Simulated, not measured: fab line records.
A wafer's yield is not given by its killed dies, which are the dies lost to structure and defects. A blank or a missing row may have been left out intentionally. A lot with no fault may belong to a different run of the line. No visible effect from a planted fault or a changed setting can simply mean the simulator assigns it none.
Problem report in the 8D (eight disciplines) form, filled by code | flow nand-harc | the parts of the form that need people (team, actions taken, sign-off) are left out

== 1. PROBLEM STATEMENT ==
NHARC_P_M2_ETCH_15, oes-product-au: mean 0.823 a.u. on 2 wafers (1 lot); fault-free wafers 0.946 a.u., standard deviation 0.023. Relative to the usual mean, that is a shift of -5.4 standard deviations.
The step: etches the open film in C4F8/Ar, target depth 182.5 nm, time 91.2 s.
The first sign was on wafer L931.3 at day 11 05:37, on rie-diel-05. At this step, 39 wafers from 13 lots have a number in the record. By rule, "out" or "out of limits" means more than 4 standard deviations away from the usual mean. All remaining wafers that have a number are taken as sound.

== 2. WHAT IT IS, AND WHAT IT ISN'T ==
question                    | is                | is not
which readings at this step | oes-product-au    | chamber-pressure-mTorr, rf-vpp-V
which lots                  | L931              | L911, L914, L915, L916, L917, L918, L921, L922, L924, L926, L932, L933
which wafers of those lots  | L931.3, L931.5    | L931.4
read on which tools         | rie-diel-05       | rie-diel-02, rie-diel-06
when                        | from day 11 05:37 | up to then (31 sound wafers); but 6 sound wafers of L932, L933 came after

== 3. SUSPECTS, AND WHAT RULES EACH OUT ==
Counting: a tool at a process step up to the reading stays a suspect if it ran every lot that is out. Sound lots after the first of them don't rule it out here, since some wafers of a struck lot are sound.
- rtp-anneal-02 at NHARC_P_M1_ANNEAL_31 (time 90 s): kept. It ran the lot that is out, L931 (day 11 03:03); its last sound lot up to then is L921 (day 9 08:47).
- pecvd-03 at NHARC_P_M1_DEP_33 (deposits SiCN, target thk 30 nm): kept. It ran the lot that is out, L931 (day 11 03:55).
- rie-diel-05 at NHARC_P_M2_ETCH_15 (etches the open film in C4F8/Ar, target depth 182.5 nm, time 91.2 s): kept. It ran the lot that is out, L931 (day 11 05:37); its last sound lot up to then is L921 (day 9 11:43). Its own readings are out on those wafers: oes-product-au.
- Within pecvd-03 at NHARC_P_M1_DEP_33: the wafers that are out ran in chambers 1, 2; their sound lot-mates ran in chamber 0.
- Within rie-diel-05 at NHARC_P_M2_ETCH_15: the wafers that are out ran in chamber 0; their sound lot-mates ran in chamber 1.
The count leaves rtp-anneal-02 at NHARC_P_M1_ANNEAL_31, pecvd-03 at NHARC_P_M1_DEP_33, and rie-diel-05 at NHARC_P_M2_ETCH_15.

== 4. THE CAUSE (what the simulator had put in) ==
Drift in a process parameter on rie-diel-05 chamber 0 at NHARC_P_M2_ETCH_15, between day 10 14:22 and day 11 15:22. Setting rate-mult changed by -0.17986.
3 suspects survive the count, and this tool is in that group.

== 5. THE CHAIN OF EFFECTS, in route order ==
Each row: a reading whose mean over the struck wafers that have a number lies more than 3 standard deviations from the usual. Scope: only readings with a usual standard deviation given in the record; hours: median across lots of the time from each lot's start at the first step in this table that gives one to its start at this step; sigmas: change in usual standard deviations.
hours | step               | reading        | usual      | on struck wafers | change | sigmas
0     | NHARC_P_M2_ETCH_15 | oes-product-au | 0.946 a.u. | 0.823            | -0.123 | -5.4
Its process steps:
- NHARC_P_M2_ETCH_15: etches the open film in C4F8/Ar, target depth 182.5 nm, time 91.2 s.

== 6. WHAT WOULD HAVE CAUGHT IT SOONER ==
In this record no reading fell out of limits until day 11 05:37, 15 hours after the fault had begun at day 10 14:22.
